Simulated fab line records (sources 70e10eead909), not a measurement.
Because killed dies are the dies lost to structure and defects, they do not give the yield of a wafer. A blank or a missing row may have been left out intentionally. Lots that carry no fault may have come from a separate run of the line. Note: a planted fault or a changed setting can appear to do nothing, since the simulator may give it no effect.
Which tool did it?	flow nand harc	24 lots, 72 wafers sampled, at 6 steps of a route of 1302

== WHAT THE GAUGES READ, wafer by wafer ==
The record holds no reading of a measuring or inspecting step that can be judged against a usual standard deviation.

== WHICH TOOL RAN EACH LOT (tool, then ch and the chambers of the sampled wafers, then the start) ==
lot	NHARC_A_STAIRCASE_TRIM_22	NHARC_A_STAIRCASE_TRIM_189	NHARC_A_STAIRCASE_ETCH_194	NHARC_A_STAIRCASE_ETCH_199	NHARC_A_STAIRCASE_ETCH_236	NHARC_A_STAIRCASE_STRIP_238
L074	rie diel-12 ch 1,2,3, day 15 13:14 or earlier	rie diel-01 ch 0,1,2, day 15 13:14 or earlier	rie diel-01 ch 0,2,3, day 15 13:14 or earlier	rie diel-12 ch 0,2,3, day 15 13:14 or earlier	rie diel-01 ch 1,2,3, day 15 13:14 or earlier	plasma asher-02 ch 0,1, day 15 13:14
L075	rie diel-12 ch 1,2, day 16 08:37 or earlier	rie diel-12 ch 0,2,3, day 16 08:37 or earlier	rie diel-12 ch 0,3, day 16 08:37 or earlier	rie diel-01 ch 0,1,2, day 16 08:37 or earlier	rie diel-01 ch 1,2,3, day 16 08:37 or earlier	plasma asher-01 ch 0,1, day 16 08:37
L076	rie diel-12 ch 1,3, day 17 01:10 or earlier	rie diel-06 ch 0,3, day 17 01:10 or earlier	rie diel-06 ch 1,3, day 17 01:10 or earlier	rie diel-12 ch 1,2,3, day 17 01:10 or earlier	rie diel-06 ch 1,2, day 17 01:10 or earlier	plasma asher-01 ch 0,1, day 17 01:10
L077	rie diel-01 ch 0,1,2, day 17 05:01 or earlier	rie diel-12 ch 1,3, day 17 05:01 or earlier	rie diel-12 ch 0,1,2, day 17 05:01 or earlier	rie diel-12 ch 0,2,3, day 17 05:01 or earlier	rie diel-12 ch 0,2,3, day 17 05:01 or earlier	plasma asher-01 ch 0,1, day 17 05:01
L078	rie diel-06 ch 1,2,3, day 17 19:26 or earlier	rie diel-06 ch 0,2, day 17 19:26 or earlier	rie diel-06 ch 1,2, day 17 19:26 or earlier	rie diel-12 ch 2,3, day 17 19:26 or earlier	rie diel-12 ch 1,2,3, day 17 19:26 or earlier	plasma asher-01 ch 0,1, day 17 19:26
L079	rie diel-01 ch 1,2,3, day 18 04:05 or earlier	rie diel-12 ch 0,1, day 18 04:05 or earlier	rie diel-12 ch 0,1,3, day 18 04:05 or earlier	rie diel-01 ch 2,3, day 18 04:05 or earlier	rie diel-12 ch 1,2,3, day 18 04:05 or earlier	plasma asher-01 ch 0,1, day 18 04:05
L080	rie diel-06 ch 0,2,3, day 18 18:11 or earlier	rie diel-01 ch 0,2, day 18 18:11 or earlier	rie diel-01 ch 1,2, day 18 18:11 or earlier	rie diel-01 ch 1,3, day 18 18:11 or earlier	rie diel-12 ch 0,1,3, day 18 18:11 or earlier	plasma asher-02 ch 1, day 18 18:11
L081	rie diel-06 ch 0,2,3, day 19 06:50 or earlier	rie diel-01 ch 0,2,3, day 19 06:50 or earlier	rie diel-01 ch 0,2, day 19 06:50 or earlier	rie diel-12 ch 1,2,3, day 19 06:50 or earlier	rie diel-01 ch 0,1,3, day 19 06:50 or earlier	plasma asher-02 ch 0,1, day 19 06:50
L082	rie diel-01 ch 0,2,3, day 19 07:00 or earlier	rie diel-01 ch 1,3, day 19 07:00 or earlier	rie diel-01 ch 0,2, day 19 07:00 or earlier	rie diel-01 ch 0,1,3, day 19 07:00 or earlier	rie diel-12 ch 0,2, day 19 07:00 or earlier	plasma asher-01 ch 0,1, day 19 07:00
L083	rie diel-01 ch 0,2,3, day 20 06:17 or earlier	rie diel-01 ch 2,3, day 20 06:17 or earlier	rie diel-01 ch 0,1,2, day 20 06:17 or earlier	rie diel-01 ch 0,3, day 20 06:17 or earlier	rie diel-12 ch 0,3, day 20 06:17 or earlier	plasma asher-01 ch 0,1, day 20 06:17
L085	rie diel-06 ch 0,2,3, day 20 09:59 or earlier	rie diel-01 ch 0,1,3, day 20 09:59 or earlier	rie diel-01 ch 0,1,2, day 20 09:59 or earlier	rie diel-01 ch 0,1,2, day 20 09:59 or earlier	rie diel-06 ch 0,1,2, day 20 09:59 or earlier	plasma asher-02 ch 0,1, day 20 09:59
L084	rie diel-12 ch 0,3, day 20 11:33 or earlier	rie diel-06 ch 0,1,3, day 20 11:33 or earlier	rie diel-06 ch 0,3, day 20 11:33 or earlier	rie diel-06 ch 1,3, day 20 11:33 or earlier	rie diel-06 ch 0,3, day 20 11:33 or earlier	plasma asher-01 ch 0,1, day 20 11:33
L086	rie diel-06 ch 0,2,3, day 21 02:23 or earlier	rie diel-12 ch 0,3, day 21 02:23 or earlier	rie diel-12 ch 1,2,3, day 21 02:23 or earlier	rie diel-12 ch 0,1,3, day 21 02:23 or earlier	rie diel-06 ch 0,1,3, day 21 02:23 or earlier	plasma asher-01 ch 0,1, day 21 02:23
L087	rie diel-01 ch 2,3, day 22 07:59 or earlier	rie diel-12 ch 0,3, day 22 07:59 or earlier	rie diel-12 ch 0,1,3, day 22 07:59 or earlier	rie diel-12 ch 0,3, day 22 07:59 or earlier	rie diel-06 ch 1,2,3, day 22 07:59 or earlier	plasma asher-01 ch 0,1, day 22 07:59
L088	rie diel-12 ch 0,2,3, day 22 09:04 or earlier	rie diel-06 ch 0,1,2, day 22 09:04 or earlier	rie diel-06 ch 0,3, day 22 09:04 or earlier	rie diel-12 ch 0,1, day 22 09:04 or earlier	rie diel-12 ch 0,1,2, day 22 09:04 or earlier	plasma asher-02 ch 0,1, day 22 09:04
L090	rie diel-01 ch 0,1,3, day 22 13:47 or earlier	rie diel-06 ch 0,1,2, day 22 13:47 or earlier	rie diel-06 ch 1,2, day 22 13:47 or earlier	rie diel-01 ch 2,3, day 22 13:47 or earlier	rie diel-01 ch 1,2,3, day 22 13:47 or earlier	plasma asher-01 ch 0,1, day 22 13:47
L089	rie diel-06 ch 0,2, day 22 14:04 or earlier	rie diel-01 ch 2, day 22 14:04 or earlier	rie diel-01 ch 2,3, day 22 14:04 or earlier	rie diel-06 ch 2,3, day 22 14:04 or earlier	rie diel-12 ch 1,2,3, day 22 14:04 or earlier	plasma asher-02 ch 1, day 22 14:04
L091	rie diel-01 ch 1,3, day 23 08:49 or earlier	rie diel-06 ch 0,1, day 23 08:49 or earlier	rie diel-06 ch 0,2, day 23 08:49 or earlier	rie diel-01 ch 1,2,3, day 23 08:49 or earlier	rie diel-06 ch 0,1, day 23 08:49 or earlier	plasma asher-01 ch 0,1, day 23 08:49
L093	rie diel-06 ch 0,1,3, day 23 14:39 or earlier	rie diel-12 ch 0,1,2, day 23 14:39 or earlier	rie diel-12 ch 0,1,2, day 23 14:39 or earlier	rie diel-12 ch 0,1,2, day 23 14:39 or earlier	rie diel-12 ch 0,2,3, day 23 14:39 or earlier	plasma asher-01 ch 0,1, day 23 14:39
L092	rie diel-06 ch 0,2,3, day 23 16:14 or earlier	rie diel-01 ch 0,2,3, day 23 16:14 or earlier	rie diel-01 ch 1,2,3, day 23 16:14 or earlier	rie diel-01 ch 0,1,2, day 23 16:14 or earlier	rie diel-06 ch 0,2,3, day 23 16:14 or earlier	plasma asher-01 ch 0,1, day 23 16:14
L094	rie diel-01 ch 0,1,3, day 24 01:50 or earlier	rie diel-01 ch 0,2,3, day 24 01:50 or earlier	rie diel-01 ch 1,2,3, day 24 01:50 or earlier	rie diel-01 ch 0,2,3, day 24 01:50 or earlier	rie diel-12 ch 0,1,2, day 24 01:50 or earlier	plasma asher-02 ch 0,1, day 24 01:50
L095	rie diel-12 ch 0,1,2, day 24 08:19 or earlier	rie diel-12 ch 2,3, day 24 08:19 or earlier	rie diel-12 ch 1,2, day 24 08:19 or earlier	rie diel-12 ch 0,2, day 24 08:19 or earlier	rie diel-12 ch 0,3, day 24 08:19 or earlier	plasma asher-02 ch 1, day 24 08:19
L097	rie diel-12 ch 1,2,3, day 25 10:04 or earlier	rie diel-06 ch 0,1, day 25 10:04 or earlier	rie diel-06 ch 0,2,3, day 25 10:04 or earlier	rie diel-06 ch 0,2,3, day 25 10:04 or earlier	rie diel-01 ch 0,1,2, day 25 10:04 or earlier	plasma asher-02 ch 0,1, day 25 10:04
L096	rie diel-06 ch 1,2,3, day 25 13:26 or earlier	rie diel-12 ch 1,2, day 25 13:26 or earlier	rie diel-12 ch 0,1,3, day 25 13:26 or earlier	rie diel-06 ch 0,1, day 25 13:26 or earlier	rie diel-01 ch 1,2,3, day 25 13:26 or earlier	plasma asher-01 ch 0,1, day 25 13:26
- NHARC_A_STAIRCASE_TRIM_22: chemistry O2, time 211.2 s.
- NHARC_A_STAIRCASE_TRIM_189: chemistry O2, time 211.2 s.
- NHARC_A_STAIRCASE_ETCH_194: etches the open film in C4F8/O2, target depth 100 nm, time 40.5 s.
- NHARC_A_STAIRCASE_ETCH_199: etches the open film in C4F8/O2, target depth 100 nm, time 40.5 s.
- NHARC_A_STAIRCASE_ETCH_236: etches the open film in C4F8/O2, target depth 100 nm, time 40.5 s.
- NHARC_A_STAIRCASE_STRIP_238: strips in O2.

== AS READ BY THE TOOLS THEMSELVES (means over the sampled wafers that have a number; for cases with no such wafer, the mark the record gives instead) ==
NHARC_A_STAIRCASE_TRIM_22. Usual: drypump motor current A 5.8 A, standard deviation 0.35; oes product au 1.004 a.u., standard deviation 0.011; rf vpp V 57.7 V, standard deviation 0.98; showerhead plenum p Torr 3.51 Torr, standard deviation 0.18; throttle valve pct 17.036 %, standard deviation 0.0098.
lot	tool	drypump motor current A (A)	oes product au (a.u.)	rf vpp V (V)	showerhead plenum p Torr (Torr)	throttle valve pct (%)	flag
L074	rie diel-12	5.9	1.006	57.0	3.45	17.038	
L075	rie diel-12	6.1	1.001	57.5	3.48	17.043	
L076	rie diel-12	5.8	0.996	57.3	3.40	17.036	
L077	rie diel-01	5.8	0.998	57.3	3.40	17.031	
L078	rie diel-06	5.5	1.006	57.2	3.57	17.032	
L079	rie diel-01	6.0	1.006	57.1	3.47	17.041	
L080	rie diel-06	5.5	1.010	57.7	3.52	17.039	
L081	rie diel-06	5.5	1.013	58.0	3.52	17.037	
L082	rie diel-01	5.6	1.008	57.8	3.54	17.031	
L083	rie diel-01	5.6	1.003	57.3	3.53	17.034	
L085	rie diel-06	5.5	1.014	57.7	3.51	17.030	
L084	rie diel-12	5.9	0.992	58.3	3.78	17.038	
L086	rie diel-06	5.5	1.003	57.9	3.51	17.035	
L087	rie diel-01	5.7	1.017	57.0	3.43	17.033	
L088	rie diel-12	6.0	1.013	57.5	3.64	17.047	
L090	rie diel-01	5.9	1.016	58.4	3.54	17.038	
L089	rie diel-06	5.4	1.004	58.2	3.50	17.038	
L091	rie diel-01	6.2	1.025	58.0	3.47	17.037	
L093	rie diel-06	5.7	1.008	57.5	3.43	17.027	
L092	rie diel-06	5.5	0.997	57.8	3.50	17.031	
L094	rie diel-01	5.9	1.009	58.1	3.54	17.034	
L095	rie diel-12	6.0	0.992	57.0	3.58	17.036	
L097	rie diel-12	5.9	0.999	57.9	3.59	17.035	
L096	rie diel-06	5.5	0.997	58.4	3.54	17.030	

NHARC_A_STAIRCASE_TRIM_189. Usual: drypump motor current A 5.8 A, standard deviation 0.32; oes product au 1.004 a.u., standard deviation 0.011; rf vpp V 57.8 V, standard deviation 0.83; showerhead plenum p Torr 3.54 Torr, standard deviation 0.19; throttle valve pct 17.037 %, standard deviation 0.0091.
lot	tool	drypump motor current A (A)	oes product au (a.u.)	rf vpp V (V)	showerhead plenum p Torr (Torr)	throttle valve pct (%)	flag
L074	rie diel-01	5.8	1.001	57.6	3.41	17.035	
L075	rie diel-12	6.0	0.997	57.3	3.49	17.032	
L076	rie diel-06	5.8	0.995	57.4	3.42	17.031	
L077	rie diel-12	5.8	0.997	57.5	3.53	17.036	
L078	rie diel-06	5.2	0.998	58.4	3.64	17.029	
L079	rie diel-12	5.8	0.998	58.2	3.69	17.038	
L080	rie diel-01	5.6	1.008	57.3	3.38	17.035	
L081	rie diel-01	5.6	0.999	57.9	3.53	17.036	
L082	rie diel-01	6.2	1.006	57.5	3.48	17.040	
L083	rie diel-01	5.8	1.016	57.7	3.61	17.037	
L085	rie diel-01	5.9	1.002	57.8	3.55	17.040	
L084	rie diel-06	5.7	1.007	56.5	3.44	17.031	
L086	rie diel-12	5.8	1.007	58.4	3.79	17.037	
L087	rie diel-12	5.9	1.005	58.1	3.77	17.034	
L088	rie diel-06	5.4	1.000	57.8	3.54	17.047	
L090	rie diel-06	5.4	1.006	59.1	3.54	17.035	
L089	rie diel-01	5.7	1.015	57.1	3.27	17.035	
L091	rie diel-06	5.6	1.009	57.8	3.42	17.026	
L093	rie diel-12	6.0	0.992	57.9	3.58	17.038	
L092	rie diel-01	5.6	1.008	57.8	3.52	17.041	
L094	rie diel-01	5.6	1.011	57.7	3.52	17.044	
L095	rie diel-12	5.9	1.015	57.5	3.65	17.039	
L097	rie diel-06	5.6	1.013	57.5	3.41	17.031	
L096	rie diel-12	6.1	0.995	58.0	3.45	17.045	

NHARC_A_STAIRCASE_ETCH_194. Usual: oes product au 0.946 a.u., standard deviation 0.013; rf vpp V 896 V, standard deviation 6.9.
lot	tool	oes product au (a.u.)	rf vpp V (V)	flag
L074	rie diel-01	0.937	897	
L075	rie diel-12	0.937	893	
L076	rie diel-06	0.946	893	
L077	rie diel-12	0.937	899	
L078	rie diel-06	0.956	901	
L079	rie diel-12	0.925	897	
L080	rie diel-01	0.962	888	
L081	rie diel-01	0.943	893	
L082	rie diel-01	0.946	891	
L083	rie diel-01	0.947	890	
L085	rie diel-01	0.957	891	
L084	rie diel-06	0.949	891	
L086	rie diel-12	0.944	898	
L087	rie diel-12	0.941	903	
L088	rie diel-06	0.974	891	
L090	rie diel-06	0.934	901	
L089	rie diel-01	0.937	893	
L091	rie diel-06	0.955	895	
L093	rie diel-12	0.950	898	
L092	rie diel-01	0.935	893	
L094	rie diel-01	0.947	893	
L095	rie diel-12	0.943	896	
L097	rie diel-06	0.943	895	
L096	rie diel-12	0.936	903	

NHARC_A_STAIRCASE_ETCH_199. Usual: oes product au 0.948 a.u., standard deviation 0.013; rf vpp V 895 V, standard deviation 6.9.
lot	tool	oes product au (a.u.)	rf vpp V (V)	flag
L074	rie diel-12	0.963	894	
L075	rie diel-01	0.952	891	
L076	rie diel-12	0.950	893	
L077	rie diel-12	0.949	895	
L078	rie diel-12	0.960	889	
L079	rie diel-01	0.962	898	
L080	rie diel-01	0.956	894	
L081	rie diel-12	0.935	893	
L082	rie diel-01	0.952	897	
L083	rie diel-01	0.948	902	
L085	rie diel-01	0.940	889	
L084	rie diel-06	0.934	893	
L086	rie diel-12	0.944	903	
L087	rie diel-12	0.947	904	
L088	rie diel-12	0.957	901	
L090	rie diel-01	0.943	892	
L089	rie diel-06	0.954	895	
L091	rie diel-01	0.938	892	
L093	rie diel-12	0.933	898	
L092	rie diel-01	0.948	890	
L094	rie diel-01	0.956	895	
L095	rie diel-12	0.943	893	
L097	rie diel-06	0.933	895	
L096	rie diel-06	0.959	893	

NHARC_A_STAIRCASE_ETCH_236. Usual: oes product au 0.947 a.u., standard deviation 0.013; rf vpp V 896 V, standard deviation 6.7.
lot	tool	oes product au (a.u.)	rf vpp V (V)	flag
L074	rie diel-01	0.944	894	
L075	rie diel-01	0.950	893	
L076	rie diel-06	0.955	899	
L077	rie diel-12	0.945	893	
L078	rie diel-12	0.927	892	
L079	rie diel-12	0.949	893	
L080	rie diel-12	0.950	897	
L081	rie diel-01	0.952	897	
L082	rie diel-12	0.947	900	
L083	rie diel-12	0.938	905	
L085	rie diel-06	0.958	897	
L084	rie diel-06	0.958	891	
L086	rie diel-06	0.957	893	
L087	rie diel-06	0.944	897	
L088	rie diel-12	0.942	898	
L090	rie diel-01	0.959	893	
L089	rie diel-12	0.953	899	
L091	rie diel-06	0.949	891	
L093	rie diel-12	0.950	900	
L092	rie diel-06	0.936	895	
L094	rie diel-12	0.936	898	
L095	rie diel-12	0.956	905	
L097	rie diel-01	0.931	897	
L096	rie diel-01	0.945	899	

NHARC_A_STAIRCASE_STRIP_238. Usual: drypump motor current A 5.31 A, standard deviation 0.28; heater power w 332 W, standard deviation 44; temp c 250.01 C, standard deviation 0.18.
lot	tool	drypump motor current A (A)	heater power w (W)	temp c (C)	flag
L074	plasma asher-02	4.92	366	250.11	
L075	plasma asher-01	5.50	298	250.19	
L076	plasma asher-01	5.50	298	250.05	
L077	plasma asher-01	5.51	337	250.06	
L078	plasma asher-01	5.49	331	249.86	
L079	plasma asher-01	5.48	298	249.89	
L080	plasma asher-02	4.78	377	249.85	
L081	plasma asher-02	4.92	368	250.11	
L082	plasma asher-01	5.52	326	249.87	
L083	plasma asher-01	5.48	300	250.13	
L085	plasma asher-02	4.93	360	250.02	
L084	plasma asher-01	5.48	300	249.81	
L086	plasma asher-01	5.49	299	250.06	
L087	plasma asher-01	5.50	333	249.98	
L088	plasma asher-02	4.92	364	249.99	
L090	plasma asher-01	5.47	302	250.04	
L089	plasma asher-02	4.77	371	249.94	
L091	plasma asher-01	5.51	330	249.99	
L093	plasma asher-01	5.47	298	249.99	
L092	plasma asher-01	5.48	300	250.12	
L094	plasma asher-02	4.92	361	250.06	
L095	plasma asher-02	4.76	368	250.18	
L097	plasma asher-02	4.92	366	249.90	
L096	plasma asher-01	5.51	325	250.04	

== THE ANSWER, worked out from the rows above alone ==
Rule: a lot counts as off when the mean over its wafers that have a number is more than 3 standard deviations away from the usual mean. A lot without any number at a reading at which 4 lots or more have one is off too. Where the step has rows for the other lots, those lots are counted as sound. After the gauges, taken in route order, come the tools' own readings; for these a lot's mean is taken, as printed above. The first step at which some lot is off is used, and at that step the reading that is off furthest; a lot without a number counts as furthest.
No lot is off on any of the readings shown, so nothing can be concluded from this.

== WHAT HAD BEEN PUT IN BY THE SIMULATOR ==
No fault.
